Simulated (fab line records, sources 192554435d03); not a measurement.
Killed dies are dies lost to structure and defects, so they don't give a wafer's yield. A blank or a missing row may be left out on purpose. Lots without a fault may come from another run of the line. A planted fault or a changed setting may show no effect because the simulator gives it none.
fab line records | flow n5_finfet
record lots=24 wafers=72 last_day=17
route steps=1938 shown MOL_CONTACT_COAG@526 BEOL_M0_SAQP@653
lots that met no fault: from a run of the same line without faults
start_h: hours from the record's first day to the start of the lot's first wafer shown | wait_h: hours since the lot's step before | " the same as in the row above | L1.1+2: a row that stands for several wafers | - no value, or no start given | * or withheld: withheld | < > ~ a bound
route shown NAME@n: a module of which the file shows steps, and the number in the route of the first | usual: mean/standard deviation of fault-free wafers | same: alike in all rows | chamber/n: place in a boat | sites: the reading at each site | _std_site: their standard deviation | _edge_site: outer sites' mean less inner sites' | radius_mm: how far each site lies from the wafer's centre | mask NAME#n: copy n | behind: the tool/chamber that last shaped the wafer | hold: why the lot was held/for how many hours/how that ended | device: the transistor (n, p or np) that didn't switch | end of line: the same wafers' tests at the end of the route | a step without rows: its recipe alone | killed: dies lost to structure and defects at the first sort, not the wafer's yield | map: a wafer's dies, x killed, . not, _ none there
set.NAME: the setting as run; set.NAME@STEP: as run at that earlier step | model.NAME: the simulator's own value behind a step, which no gauge read
steps of the route over a sample of lots; a table a step, a row a wafer
services: from which hour (start_h, from the record's first day; less than 0 if before it) a tool's chamber was out of use, for how many hours, and why
## steps
# step N5_MOL_CONTACT_COAG_CD_MEAS_08
# recipe target_cd_nm=28 landing_energy_ev=500 detector=se_inlens polarity=opening
# usual cd_nm=27.99/0.25
# columns lot.wafer tool chamber start_h wait_h cd_nm
L074.1 cd_sem-03 0 88.83 - 27.58
L074.3 " 0 " " 28.01
L074.6 " 0 " " 28.19
L075.1 cd_sem-01 0 101.00 - 28.15
L075.3 " 0 " " 27.71
L075.6 " 0 " " 27.97
L076.1 cd_sem-03 0 101.09 - 28.17
L076.4 " 0 " " 28.33
L076.6 " 0 " " 28.12
L077.2 cd_sem-02 0 107.91 - 27.92
L077.3 " 0 " " 27.91
L077.5 " 0 " " 27.93
L078.1 cd_sem-03 0 113.82 - 28.22
L078.2 " 0 " " 28.00
L078.5 " 0 " " 27.89
L079.2 cd_sem-03 0 121.18 - 28.16
L079.4 " 0 " " 28.10
L079.6 " 0 " " 27.90
L080.1 cd_sem-03 0 125.34 - 28.18
L080.4 " 0 " " 28.18
L080.5 " 0 " " 27.90
L081.3 cd_sem-02 0 132.21 - 27.67
L081.5 " 0 " " 27.53
L081.6 " 0 " " 28.04
L082.1 cd_sem-03 0 137.22 - 28.05
L082.2 " 0 " " 27.72
L082.5 " 0 " " 27.82
L083.2 cd_sem-02 0 142.69 - 27.88
L083.3 " 0 " " 27.74
L083.4 " 0 " " 28.14
L084.1 cd_sem-02 0 150.20 - 28.63
L084.2 " 0 " " 27.96
L084.3 " 0 " " 28.04
L085.1 cd_sem-03 0 157.24 - 28.31
L085.2 " 0 " " 27.75
L085.3 " 0 " " 28.15
L086.1 cd_sem-02 0 160.73 - 27.96
L086.2 " 0 " " 28.26
L086.4 " 0 " " 28.32
L087.1 cd_sem-03 0 167.85 - 28.13
L087.5 " 0 " " 27.80
L087.6 " 0 " " 28.48
L088.2 cd_sem-02 0 173.18 - 27.62
L088.3 " 0 " " 28.21
L088.5 " 0 " " 27.90
L089.2 cd_sem-03 0 181.28 - 27.84
L089.5 " 0 " " 27.78
L089.6 " 0 " " 27.96
L090.1 cd_sem-02 0 183.87 - 28.22
L090.3 " 0 " " 28.60
L090.4 " 0 " " 27.90
L091.1 cd_sem-03 0 189.62 - 28.13
L091.2 " 0 " " 28.06
L091.6 " 0 " " 28.07
L092.1 cd_sem-02 0 197.25 - 27.51
L092.2 " 0 " " 28.12
L092.4 " 0 " " 27.72
L093.2 cd_sem-01 0 200.00 - 28.05
L093.5 " 0 " " 28.18
L093.6 " 0 " " 28.25
L094.3 cd_sem-01 0 212.35 - 27.29
L094.4 " 0 " " 27.81
L094.5 " 0 " " 27.67
L095.1 cd_sem-03 0 213.43 - 27.86
L095.2 " 0 " " 28.22
L095.6 " 0 " " 27.78
L096.1 cd_sem-02 0 221.73 - 27.77
L096.2 " 0 " " 28.40
L096.5 " 0 " " 28.32
L097.1 cd_sem-01 0 225.73 - 27.71
L097.2 " 0 " " 28.35
L097.5 " 0 " " 27.79
# step N5_MOL_CONTACT_COAG_OVL_MEAS_09
# recipe points_per_wafer=522
# usual CA_OVL=0.2/0.66
# columns lot.wafer tool chamber start_h wait_h CA_OVL[nm]
L074.1 overlay-02 0 88.86 0.0 0.1
L074.3 " 0 " " 1.0
L074.6 " 0 " " 0.2
L075.1 overlay-02 0 101.03 0.0 0.3
L075.3 " 0 " " 1.1
L075.6 " 0 " " 0.2
L076.1 overlay-02 0 101.12 0.0 -0.9
L076.4 " 0 " " 0.0
L076.6 " 0 " " -0.3
L077.2 overlay-01 0 107.95 0.0 -0.1
L077.3 " 0 " " -0.5
L077.5 " 0 " " 0.1
L078.1 overlay-02 0 113.85 0.0 -0.5
L078.2 " 0 " " 1.4
L078.5 " 0 " " 0.9
L079.2 overlay-01 0 121.22 0.0 2.0
L079.4 " 0 " " 1.3
L079.6 " 0 " " 1.3
L080.1 overlay-01 0 125.38 0.0 0.1
L080.4 " 0 " " 0.2
L080.5 " 0 " " -0.6
L081.3 overlay-02 0 132.25 0.0 0.7
L081.5 " 0 " " 0.1
L081.6 " 0 " " -0.1
L082.1 overlay-01 0 137.25 0.0 -0.8
L082.2 " 0 " " -0.9
L082.5 " 0 " " -0.1
L083.2 overlay-01 0 142.72 0.0 -0.1
L083.3 " 0 " " 0.9
L083.4 " 0 " " -0.2
L084.1 overlay-01 0 150.23 0.0 0.1
L084.2 " 0 " " -0.6
L084.3 " 0 " " -0.3
L085.1 overlay-01 0 157.27 0.0 -1.1
L085.2 " 0 " " -1.0
L085.3 " 0 " " 0.0
L086.1 overlay-02 0 160.76 0.0 1.1
L086.2 " 0 " " 0.1
L086.4 " 0 " " 0.3
L087.1 overlay-01 0 167.88 0.0 1.0
L087.5 " 0 " " 0.7
L087.6 " 0 " " 0.0
L088.2 overlay-01 0 173.21 0.0 0.5
L088.3 " 0 " " 1.3
L088.5 " 0 " " 0.1
L089.2 overlay-01 0 181.31 0.0 -0.2
L089.5 " 0 " " -0.5
L089.6 " 0 " " 0.0
L090.1 overlay-02 0 183.90 0.0 -1.4
L090.3 " 0 " " 0.1
L090.4 " 0 " " 0.1
L091.1 overlay-02 0 189.65 0.0 1.2
L091.2 " 0 " " 1.2
L091.6 " 0 " " 1.1
L092.1 overlay-02 0 197.28 0.0 -0.1
L092.2 " 0 " " -0.3
L092.4 " 0 " " 1.1
L093.2 overlay-02 0 200.04 0.0 -0.3
L093.5 " 0 " " 1.0
L093.6 " 0 " " -0.9
L094.3 overlay-02 0 212.39 0.0 0.4
L094.4 " 0 " " 0.6
L094.5 " 0 " " 1.0
L095.1 overlay-01 0 213.46 0.0 -0.1
L095.2 " 0 " " 0.3
L095.6 " 0 " " 1.0
L096.1 overlay-02 0 221.76 0.0 0.9
L096.2 " 0 " " -0.1
L096.5 " 0 " " 0.5
L097.1 overlay-02 0 225.76 0.0 -0.6
L097.2 " 0 " " 0.3
L097.5 " 0 " " 0.0
# step N5_MOL_CONTACT_COAG_STRIP_98
# recipe chemistry=N2/H2 power_w=500 temp_c=40 pressure_mtorr=50 rf_frequency_hz=6e+07 overash_fraction=0.3 bias_power_w=8 h2_frac=0.5 n2_flow_sccm=300 h2_flow_sccm=300
# usual drypump_motor_current_A=5.6/0.43 oes_product_au=0.77/0.087 rf_vpp_V=54.2/1.5 showerhead_plenum_p_Torr=3.34/0.11 throttle_valve_pct=18.8/0.34
# columns lot.wafer tool chamber start_h wait_h drypump_motor_current_A oes_product_au rf_hours_counter_h rf_vpp_V showerhead_plenum_p_Torr throttle_valve_pct
L074.1 rie_diel-05 1 89.28 0.0 5.2 0.74 153 52.9 3.36 19.0
L074.3 " 2 " " 5.7 0.79 158 53.3 3.48 18.5
L074.6 " 2 " " 5.7 0.78 - 55.7 3.48 18.5
L075.1 rie_diel-03 1 101.54 0.0 5.3 0.67 243 54.8 3.45 19.6
L075.3 " 3 " " 5.6 0.95 9 53.9 3.30 18.7
L075.6 " 0 " " 6.1 0.85 - 54.3 3.26 18.5
L076.1 rie_diel-05 2 101.56 0.0 5.7 0.77 162 53.6 3.48 18.6
L076.4 " 1 " " 5.2 0.75 158 53.7 3.35 19.1
L076.6 " 1 " " 5.2 0.75 - 52.9 3.35 19.1
L077.2 rie_diel-06 2 108.36 0.0 5.7 0.67 231 53.8 3.19 18.7
L077.3 " 1 " " 5.4 0.78 109 54.5 3.37 18.1
L077.5 " 3 " " 6.4 0.74 - 54.8 3.21 18.7
L078.1 rie_diel-05 3 114.35 0.0 5.2 0.67 246 51.3 3.30 19.3
L078.2 " 1 " " 5.2 0.73 164 55.0 3.35 19.1
L078.5 " 1 " " 5.2 0.74 - 53.4 3.35 19.1
L079.2 rie_diel-06 2 121.80 0.0 5.7 0.69 236 53.4 3.19 18.7
L079.4 " 1 " " 5.4 0.76 114 53.4 3.37 18.1
L079.6 " 2 " " 5.6 0.69 - 52.1 3.19 18.7
L080.1 rie_diel-03 3 125.87 0.0 5.6 0.96 19 57.3 3.30 18.7
L080.4 " 2 " " 6.2 0.74 - 51.2 3.24 19.2
L080.5 " 0 " " 6.1 0.84 - 52.1 3.25 18.5
L081.3 rie_diel-03 3 132.92 0.0 5.6 0.94 22 55.0 3.29 18.8
L081.5 " 3 " " 5.6 0.92 - 54.5 3.29 18.7
L081.6 " 0 " " 6.1 0.82 - 56.1 3.25 18.4
L082.1 rie_diel-05 0 137.67 0.0 5.7 0.72 179 56.0 3.34 18.7
L082.2 " 1 " " 5.2 0.74 171 57.0 3.35 19.1
L082.5 " 2 " " 5.7 0.76 - 54.9 3.47 18.6
L083.2 rie_diel-06 1 143.22 0.0 5.4 0.78 122 55.3 3.36 18.1
L083.3 " 2 " " 5.7 0.67 244 50.8 3.18 18.7
L083.4 " 3 " " 6.4 0.72 182 52.3 3.20 18.7
L084.1 rie_diel-05 1 150.65 0.0 5.2 0.72 176 52.3 3.34 19.1
L084.2 " 2 " " 5.7 0.76 180 54.6 3.47 18.6
L084.3 " 0 " " 5.7 0.70 184 56.8 3.33 18.7
L085.1 rie_diel-06 0 157.97 0.0 5.0 0.71 226 55.8 3.45 19.1
L085.2 " 1 " " 5.4 0.77 128 56.4 3.36 18.1
L085.3 " 3 " " 6.5 0.72 189 54.4 3.20 18.7
L086.1 rie_diel-05 1 161.32 0.0 5.2 0.73 180 53.3 3.34 19.1
L086.2 " 0 " " 5.7 0.71 187 55.0 3.33 18.7
L086.4 " 2 " " 5.7 0.76 185 54.5 3.47 18.6
L087.1 rie_diel-06 0 168.42 0.0 5.1 0.70 231 55.6 3.45 19.2
L087.5 " 0 " " 5.1 0.69 - 54.4 3.45 19.2
L087.6 " 1 " " 5.4 0.77 - 52.3 3.35 18.2
L088.2 rie_diel-05 1 173.84 0.0 5.2 0.71 186 53.3 3.34 19.2
L088.3 " 3 " " 5.2 0.94 - 55.7 3.29 19.0
L088.5 " 3 " " 5.2 0.92 - 54.5 3.29 19.0
L089.2 rie_diel-05 3 181.72 0.0 5.2 0.91 15 55.8 3.29 19.0
L089.5 " 3 " " 5.2 0.91 - 53.5 3.29 19.0
L089.6 " 0 " " 5.7 0.71 - 53.1 3.33 18.7
L090.1 rie_diel-06 1 184.65 0.0 5.4 0.75 141 52.4 3.35 18.1
L090.3 " 2 " " 5.6 0.98 1 52.6 3.59 18.4
L090.4 " 3 " " 6.4 0.71 202 52.7 3.19 18.7
L091.1 rie_diel-06 3 190.07 0.0 6.4 0.71 204 55.5 3.19 18.7
L091.2 " 2 " " 5.7 0.98 3 54.0 3.59 18.4
L091.6 " 2 " " 5.7 0.95 - 53.7 3.59 18.4
L092.1 rie_diel-06 0 197.70 0.0 5.0 0.69 244 54.9 3.44 19.2
L092.2 " 2 " " 5.7 0.95 5 54.1 3.58 18.4
L092.4 " 1 " " 5.4 0.76 145 56.5 3.35 18.1
L093.2 rie_diel-05 1 200.69 0.0 5.2 0.70 196 53.6 3.33 19.2
L093.5 " 0 " " 5.7 0.71 - 53.0 3.33 18.8
L093.6 " 3 " " 5.2 0.90 - 52.4 3.29 19.0
L094.3 rie_diel-05 3 212.80 0.0 5.2 0.89 27 55.8 3.29 19.0
L094.4 " 2 " " 5.7 0.74 196 54.8 3.46 18.6
L094.5 " 0 " " 5.7 0.71 - 56.1 3.32 18.8
L095.1 rie_diel-06 2 213.88 0.0 5.7 0.94 10 55.7 3.58 18.4
L095.2 " 1 " " 5.4 0.76 150 52.7 3.35 18.2
L095.6 " 3 " " 6.4 0.69 - 52.6 3.18 18.8
L096.1 rie_diel-05 1 222.18 0.0 5.2 0.72 202 56.6 3.33 19.2
L096.2 " 3 " " 5.2 0.88 30 56.7 3.28 19.0
L096.5 " 3 " " 5.2 0.89 - 55.6 3.28 19.0
L097.1 rie_diel-06 1 226.18 0.0 5.4 0.76 154 55.7 3.34 18.2
L097.2 " 2 " " 5.7 0.92 14 58.5 3.58 18.4
L097.5 " 1 " " 5.4 0.76 - 54.6 3.34 18.2
# step N5_BEOL_M0_SAQP_ETCH_83
# recipe chemistry=CF4 target=SiARC target_depth_a=390 mask_material=CAR-ArF time_s=65 ion_energy_ev=80 pressure_mtorr=40 source_w=545 bias_w=36 Ar_flow_sccm=100 cf4_flow_sccm=100 ends=cleared
# usual drypump_motor_current_A=5.5/0.4 etch_rf_on_time_s=64.1/1.7 oes_product_au=0.68/0.094 rf_vpp_V=184.4/1.1 showerhead_plenum_p_Torr=2.17/0.072 throttle_valve_pct=15.58/0.25
# columns lot.wafer tool chamber start_h wait_h drypump_motor_current_A etch_rf_on_time_s oes_product_au rf_hours_counter_h rf_vpp_V showerhead_plenum_p_Torr throttle_valve_pct
L074.1 rie_diel-04 1 109.87 0.0 5.1 66.0 0.60 226 184.3 2.19 15.60
L074.3 " 3 " " 5.9 65.4 0.62 190 181.9 2.04 15.97
L074.6 " 3 " " 5.9 65.0 0.62 - 182.3 2.04 15.98
L075.1 rie_diel-02 1 118.96 0.0 5.5 63.6 0.65 137 185.6 2.25 15.79
L075.3 " 2 " " 5.1 67.2 0.62 185 184.9 2.13 15.51
L075.6 " 2 " " 5.1 67.2 0.61 - 183.9 2.13 15.49
L076.1 rie_diel-01 1 120.15 0.0 6.0 64.0 0.60 239 183.2 2.11 15.54
L076.4 " 0 " " 5.4 62.6 0.74 57 186.7 2.25 15.47
L076.6 " 3 " " 5.7 63.4 0.61 - 184.0 2.23 15.64
L077.2 rie_diel-01 0 143.00 0.0 5.3 61.3 0.74 64 185.8 2.25 15.49
L077.3 " 1 " " 6.0 64.7 0.59 247 184.1 2.10 15.55
L077.5 " 0 " " 5.3 61.5 0.75 - 184.9 2.25 15.50
L078.1 rie_diel-04 2 143.16 0.0 4.7 62.1 0.81 9 185.7 2.29 15.40
L078.2 " 0 " " 5.4 62.0 0.86 3 184.4 2.11 15.31
L078.5 " 3 " " 5.9 65.5 0.61 - 183.5 2.04 16.00
L079.2 rie_diel-01 2 143.44 0.0 5.4 66.3 0.62 165 184.8 2.13 15.74
L079.4 " 0 " " 5.3 61.6 0.75 64 186.5 2.25 15.49
L079.6 " 2 " " 5.4 66.2 0.62 - 184.3 2.13 15.74
L080.1 rie_diel-02 2 146.35 0.0 5.1 68.5 0.60 194 184.2 2.13 15.50
L080.4 " 3 " " 5.0 65.2 0.76 30 183.8 2.11 15.62
L080.5 " 1 " " 5.6 64.6 0.64 - 185.5 2.24 15.82
L081.3 rie_diel-04 1 152.87 0.0 5.1 65.7 0.59 241 184.7 2.19 15.63
L081.5 " 3 " " 5.9 65.3 0.61 - 182.0 2.04 16.02
L081.6 " 2 " " 4.7 62.5 0.80 - 186.3 2.29 15.42
L082.1 rie_diel-04 1 155.19 0.0 5.1 65.4 0.59 241 185.2 2.19 15.63
L082.2 " 0 " " 5.4 62.8 0.83 7 184.3 2.11 15.31
L082.5 " 2 " " 4.7 62.4 0.80 - 186.4 2.29 15.41
L083.2 rie_diel-04 3 162.67 0.0 5.9 65.9 0.60 208 182.8 2.04 16.00
L083.3 " 0 " " 5.4 63.5 0.83 10 183.2 2.10 15.34
L083.4 " 2 " " 4.7 63.1 0.79 17 185.7 2.29 15.41
L084.1 rie_diel-01 3 167.95 0.0 5.7 63.2 0.61 191 183.6 2.22 15.65
L084.2 " 0 " " 5.3 61.6 0.74 74 185.4 2.25 15.50
L084.3 " 2 " " 5.4 66.2 0.61 176 184.7 2.13 15.76
L085.1 rie_diel-01 1 175.61 0.0 6.0 61.4 0.88 1 182.6 2.10 15.03
L085.2 " 0 " " 5.3 61.8 0.73 76 185.6 2.25 15.49
L085.3 " 3 " " 5.7 62.9 0.61 192 186.7 2.22 15.69
L086.1 rie_diel-04 2 180.30 0.0 4.7 63.6 0.78 23 185.8 2.29 15.43
L086.2 " 0 " " 5.4 64.3 0.81 15 183.9 2.10 15.33
L086.4 " 0 " " 5.3 64.4 0.80 - 183.6 2.10 15.33
L087.1 rie_diel-01 2 189.66 0.0 5.4 65.4 0.61 181 184.8 2.13 15.78
L087.5 " 0 " " 5.4 62.4 0.72 - 185.3 2.25 15.52
L087.6 " 3 " " 5.7 63.4 0.60 - 184.6 2.22 15.67
L088.2 rie_diel-01 0 193.11 0.0 5.3 62.7 0.71 83 186.5 2.25 15.53
L088.3 " 1 " " 6.0 61.2 0.86 5 184.3 2.10 15.04
L088.5 " 3 " " 5.7 63.8 0.60 - 184.5 2.22 15.69
L089.2 rie_diel-04 0 199.07 0.0 5.4 63.5 0.79 22 183.1 2.10 15.33
L089.5 " 2 " " 4.7 62.9 0.77 - 184.6 2.28 15.46
L089.6 " 1 " " 5.1 63.6 0.86 - 184.3 2.19 15.14
L090.1 rie_diel-02 3 203.97 0.0 5.0 64.7 0.73 50 183.7 2.10 15.67
L090.3 " 0 " " 6.5 65.2 0.84 1 184.9 2.18 15.00
L090.4 " 2 " " 5.1 69.0 0.59 214 183.8 2.12 15.54
L091.1 rie_diel-01 2 207.07 0.0 5.5 64.9 0.61 187 183.8 2.13 15.78
L091.2 " 1 " " 6.0 61.5 0.84 8 183.2 2.10 15.05
L091.6 " 0 " " 5.4 62.8 0.72 - 186.1 2.24 15.54
L092.1 rie_diel-01 0 217.56 0.0 5.3 62.9 0.72 89 186.5 2.24 15.54
L092.2 " 1 " " 5.9 61.2 0.84 11 183.3 2.10 15.05
L092.4 " 2 " " 5.5 66.1 0.60 190 183.7 2.13 15.78
L093.2 rie_diel-02 3 222.16 0.0 4.9 64.4 0.72 55 182.1 2.10 15.66
L093.5 " 1 " " 5.6 64.6 0.62 - 184.5 2.23 15.85
L093.6 " 2 " " 5.1 67.9 0.59 - 184.7 2.12 15.57
L094.3 rie_diel-01 3 232.17 0.0 5.7 63.2 0.60 209 184.5 2.21 15.71
L094.4 " 0 " " 5.3 62.5 0.70 94 185.7 2.24 15.54
L094.5 " 3 " " 5.7 63.7 0.59 - 184.0 2.21 15.71
L095.1 rie_diel-01 3 233.86 0.0 5.7 64.2 0.60 210 185.8 2.21 15.71
L095.2 " 2 " " 5.4 65.6 0.60 194 183.9 2.12 15.80
L095.6 " 2 " " 5.5 65.9 0.60 - 185.5 2.12 15.80
L096.1 rie_diel-01 2 239.86 0.0 5.5 64.9 0.61 196 183.8 2.12 15.79
L096.2 " 1 " " 6.0 60.8 0.82 18 184.0 2.09 15.07
L096.5 " 3 " " 5.7 63.3 0.59 - 184.5 2.21 15.71
L097.1 rie_diel-01 0 244.62 0.0 5.3 62.9 0.70 98 186.2 2.24 15.56
L097.2 " 3 " " 5.7 64.2 0.60 214 184.1 2.21 15.70
L097.5 " 2 " " 5.5 65.2 0.61 - 184.8 2.12 15.80
# step N5_BEOL_M0_SAQP_CD_MEAS_25
# recipe target_cd_nm=13.1 landing_energy_ev=1000 detector=se_inlens
# usual cd_nm=12.75/0.25
# columns lot.wafer tool chamber start_h wait_h cd_nm
L074.1 cd_sem-01 0 111.54 0.1 12.96
L074.3 " 0 " " 12.56
L074.6 " 0 " " 12.26
L075.1 cd_sem-02 0 120.72 0.1 12.54
L075.3 " 0 " " 12.91
L075.6 " 0 " " 13.04
L076.1 cd_sem-03 0 121.83 0.1 12.66
L076.4 " 0 " " 12.97
L076.6 " 0 " " 12.81
L077.2 cd_sem-03 0 145.69 0.1 12.72
L077.3 " 0 " " 13.27
L077.5 " 0 " " 12.76
L078.1 cd_sem-03 0 146.04 0.1 12.88
L078.2 " 0 " " 12.91
L078.5 " 0 " " 12.80
L079.2 cd_sem-01 0 146.14 0.1 12.95
L079.4 " 0 " " 12.95
L079.6 " 0 " " 12.79
L080.1 cd_sem-01 0 148.47 0.1 13.16
L080.4 " 0 " " 13.02
L080.5 " 0 " " 12.26
L081.3 cd_sem-03 0 155.85 0.1 12.73
L081.5 " 0 " " 12.64
L081.6 " 0 " " 13.04
L082.1 cd_sem-03 0 156.81 0.1 12.87
L082.2 " 0 " " 12.48
L082.5 " 0 " " 12.74
L083.2 cd_sem-02 0 164.20 0.1 12.53
L083.3 " 0 " " 12.86
L083.4 " 0 " " 12.51
L084.1 cd_sem-03 0 169.48 0.1 12.68
L084.2 " 0 " " 12.48
L084.3 " 0 " " 12.57
L085.1 cd_sem-01 0 177.14 0.1 12.65
L085.2 " 0 " " 12.30
L085.3 " 0 " " 13.09
L086.1 cd_sem-01 0 183.18 0.1 12.64
L086.2 " 0 " " 12.81
L086.4 " 0 " " 12.58
L087.1 cd_sem-01 0 192.11 0.1 12.95
L087.5 " 0 " " 12.27
L087.6 " 0 " " 12.53
L088.2 cd_sem-01 0 195.12 0.1 12.80
L088.3 " 0 " " 12.58
L088.5 " 0 " " 12.65
L089.2 cd_sem-02 0 200.59 0.1 12.51
L089.5 " 0 " " 12.58
L089.6 " 0 " " 12.44
L090.1 cd_sem-01 0 205.50 0.1 13.05
L090.3 " 0 " " 12.65
L090.4 " 0 " " 12.92
L091.1 cd_sem-01 0 209.82 0.1 12.90
L091.2 " 0 " " 12.78
L091.6 " 0 " " 12.49
L092.1 cd_sem-02 0 219.09 0.1 12.96
L092.2 " 0 " " 12.85
L092.4 " 0 " " 12.82
L093.2 cd_sem-01 0 225.06 0.1 12.87
L093.5 " 0 " " 13.24
L093.6 " 0 " " 12.79
L094.3 cd_sem-01 0 233.70 0.1 12.88
L094.4 " 0 " " 12.12
L094.5 " 0 " " 12.73
L095.1 cd_sem-02 0 236.14 0.1 12.51
L095.2 " 0 " " 12.45
L095.6 " 0 " " 13.09
L096.1 cd_sem-01 0 241.39 0.1 12.90
L096.2 " 0 " " 12.54
L096.5 " 0 " " 12.64
L097.1 cd_sem-02 0 246.14 0.1 12.83
L097.2 " 0 " " 12.97
L097.5 " 0 " " 12.71
# step N5_BEOL_M0_SAQP_DESCUM_45
# recipe chemistry=O2 time_s=7 source_power_w=50 bias_power_w=20 pressure_mtorr=20 rf_frequency_hz=2.712e+07 temp_c=40 resist=CAR-EUV o2_flow_sccm=225
# usual drypump_motor_current_A=5.5/0.45 oes_product_au=0.79/0.1 rf_vpp_V=243.5/1.3 showerhead_plenum_p_Torr=2.11/0.068 throttle_valve_pct=20.35/0.24
# same time_s=7
# columns lot.wafer tool chamber start_h wait_h drypump_motor_current_A oes_product_au rf_hours_counter_h rf_vpp_V showerhead_plenum_p_Torr throttle_valve_pct
L074.1 rie_diel-04 0 114.04 0.0 5.4 0.67 259 243.7 2.06 20.66
L074.3 " 1 " " 5.1 0.70 227 242.5 2.13 20.30
L074.6 " 3 " " 5.9 0.72 - 241.6 2.00 20.79
L075.1 rie_diel-01 1 123.16 0.0 6.0 0.67 240 242.9 2.06 20.34
L075.3 " 0 " " 5.4 0.86 58 244.9 2.22 20.39
L075.6 " 0 " " 5.3 0.86 - 245.3 2.22 20.40
L076.1 rie_diel-02 2 124.95 0.8 5.1 0.73 187 243.1 2.08 20.29
L076.4 " 1 " " 5.6 0.76 139 244.7 2.18 20.52
L076.6 " 3 " " 4.9 0.91 - 243.3 2.04 20.34
L077.2 rie_diel-02 3 148.95 0.0 4.9 0.89 31 242.4 2.04 20.34
L077.3 " 0 " " 6.6 0.70 239 244.8 2.14 20.20
L077.5 " 2 " " 5.1 0.73 - 242.5 2.08 20.29
L078.1 rie_diel-01 3 149.40 0.0 5.7 0.71 182 245.5 2.16 20.29
L078.2 " 0 " " 5.4 0.85 66 245.7 2.22 20.42
L078.5 " 0 " " 5.3 0.85 - 244.7 2.22 20.42
L079.2 rie_diel-01 3 149.94 0.1 5.7 0.71 182 244.0 2.16 20.29
L079.4 " 0 " " 5.3 0.84 67 244.2 2.22 20.42
L079.6 " 2 " " 5.4 0.72 - 244.4 2.09 20.55
L080.1 rie_diel-01 0 152.20 0.0 5.4 0.85 67 245.9 2.22 20.42
L080.4 " 2 " " 5.4 0.71 - 243.9 2.09 20.55
L080.5 " 3 " " 5.7 0.71 - 244.3 2.16 20.30
L081.3 rie_diel-02 3 158.42 0.0 5.0 0.88 34 242.9 2.04 20.36
L081.5 " 2 " " 5.1 0.73 - 243.0 2.08 20.29
L081.6 " 3 " " 5.0 0.87 - 242.0 2.04 20.37
L082.1 rie_diel-01 3 159.14 0.0 5.7 0.71 186 245.2 2.16 20.31
L082.2 " 2 " " 5.4 0.71 171 243.6 2.09 20.55
L082.5 " 0 " " 5.3 0.85 - 243.7 2.22 20.43
L083.2 rie_diel-04 3 166.96 0.0 5.9 0.71 210 240.8 1.99 20.84
L083.3 " 0 " " 5.4 0.95 11 243.3 2.06 20.27
L083.4 " 2 " " 4.7 0.91 19 243.9 2.22 20.13
L084.1 rie_diel-01 2 171.79 0.0 5.4 0.72 176 243.6 2.09 20.56
L084.2 " 0 " " 5.3 0.85 75 244.4 2.22 20.42
L084.3 " 3 " " 5.7 0.71 191 245.1 2.15 20.33
L085.1 rie_diel-01 1 181.25 0.0 6.0 1.00 3 242.0 2.06 19.85
L085.2 " 2 " " 5.4 0.71 179 243.2 2.09 20.56
L085.3 " 3 " " 5.7 0.70 194 244.6 2.15 20.32
L086.1 rie_diel-04 2 185.37 0.0 4.7 0.89 24 244.6 2.21 20.14
L086.2 " 3 " " 5.9 0.69 215 242.4 1.99 20.84
L086.4 " 3 " " 6.0 0.70 - 241.7 1.99 20.84
L087.1 rie_diel-01 0 195.24 0.0 5.3 0.82 83 245.0 2.21 20.44
L087.5 " 1 " " 6.0 0.98 - 241.7 2.06 19.84
L087.6 " 0 " " 5.3 0.82 - 244.9 2.21 20.45
L088.2 rie_diel-02 2 197.63 0.1 5.1 0.71 212 242.8 2.07 20.30
L088.3 " 3 " " 5.0 0.86 48 241.9 2.03 20.39
L088.5 " 2 " " 5.1 0.72 - 242.6 2.07 20.31
L089.2 rie_diel-02 1 202.93 0.1 5.6 0.74 166 243.5 2.17 20.56
L089.5 " 3 " " 4.9 0.85 - 243.0 2.03 20.38
L089.6 " 0 " " 6.6 1.00 - 243.6 2.13 19.74
L090.1 rie_diel-02 0 208.22 0.0 6.5 0.96 2 242.9 2.13 19.75
L090.3 " 2 " " 5.1 0.70 215 243.2 2.07 20.32
L090.4 " 1 " " 5.6 0.74 168 243.6 2.17 20.56
L091.1 rie_diel-02 2 212.28 0.0 5.1 0.72 216 242.1 2.07 20.34
L091.2 " 3 " " 5.0 0.86 52 242.9 2.03 20.39
L091.6 " 1 " " 5.6 0.74 - 244.6 2.17 20.54
L092.1 rie_diel-04 1 221.69 0.2 5.1 0.98 7 243.5 2.12 19.94
L092.2 " 2 " " 4.7 0.88 36 245.5 2.21 20.17
L092.4 " 3 " " 5.9 0.69 227 241.2 1.99 20.87
L093.2 rie_diel-01 2 227.67 0.0 5.4 0.70 193 243.6 2.08 20.58
L093.5 " 0 " " 5.3 0.81 - 244.4 2.21 20.46
L093.6 " 3 " " 5.7 0.70 - 245.1 2.15 20.33
L094.3 rie_diel-04 2 236.50 0.0 4.7 0.87 41 245.2 2.21 20.18
L094.4 " 1 " " 5.1 0.96 12 242.8 2.12 19.93
L094.5 " 3 " " 5.9 0.69 - 241.7 1.98 20.87
L095.1 rie_diel-01 1 238.52 0.0 5.9 0.94 18 240.8 2.05 19.89
L095.2 " 2 " " 5.4 0.70 196 243.5 2.08 20.59
L095.6 " 0 " " 5.3 0.81 - 242.9 2.21 20.46
L096.1 rie_diel-02 2 244.35 0.0 5.1 0.71 228 243.3 2.07 20.34
L096.2 " 1 " " 5.6 0.74 181 243.3 2.16 20.58
L096.5 " 3 " " 4.9 0.84 - 243.5 2.03 20.43
L097.1 rie_diel-02 1 248.65 0.0 5.6 0.74 183 244.5 2.16 20.59
L097.2 " 3 " " 4.9 0.84 64 241.8 2.03 20.41
L097.5 " 2 " " 5.1 0.70 - 242.8 2.07 20.35
## services
# columns tool chamber start_h hours kind
rie_diel-02 - 84.23 0.9 repair
rie_diel-04 2 86.26 - clean
rie_diel-04 2 86.26 - consumable_replace:focus_ring
rie_diel-04 2 86.26 - consumable_replace:showerhead
rie_diel-04 2 86.26 30.1 scheduled_down
rie_diel-04 2 86.26 30.1 vent_cycle
rie_diel-02 2 87.37 1.3 repair
rie_diel-02 1 89.59 5.3 repair
rie_diel-01 1 91.99 3.6 repair
rie_diel-06 3 94.68 12.9 repair
rie_diel-02 2 94.72 4.8 repair
rie_diel-01 1 151.64 - clean
rie_diel-01 1 151.64 - consumable_replace:focus_ring
rie_diel-01 1 151.64 17.7 scheduled_down
rie_diel-01 1 151.64 17.7 vent_cycle
rie_diel-05 2 169.34 16.3 repair
rie_diel-05 0 170.33 5.8 repair
rie_diel-02 0 185.57 - clean
rie_diel-02 0 185.57 - consumable_replace:focus_ring
rie_diel-02 0 185.57 15.5 scheduled_down
rie_diel-02 0 185.57 15.5 vent_cycle
rie_diel-01 1 187.31 5.4 repair
rie_diel-03 0 223.19 7.0 repair
rie_diel-02 0 227.10 2.8 repair
## key
fault none
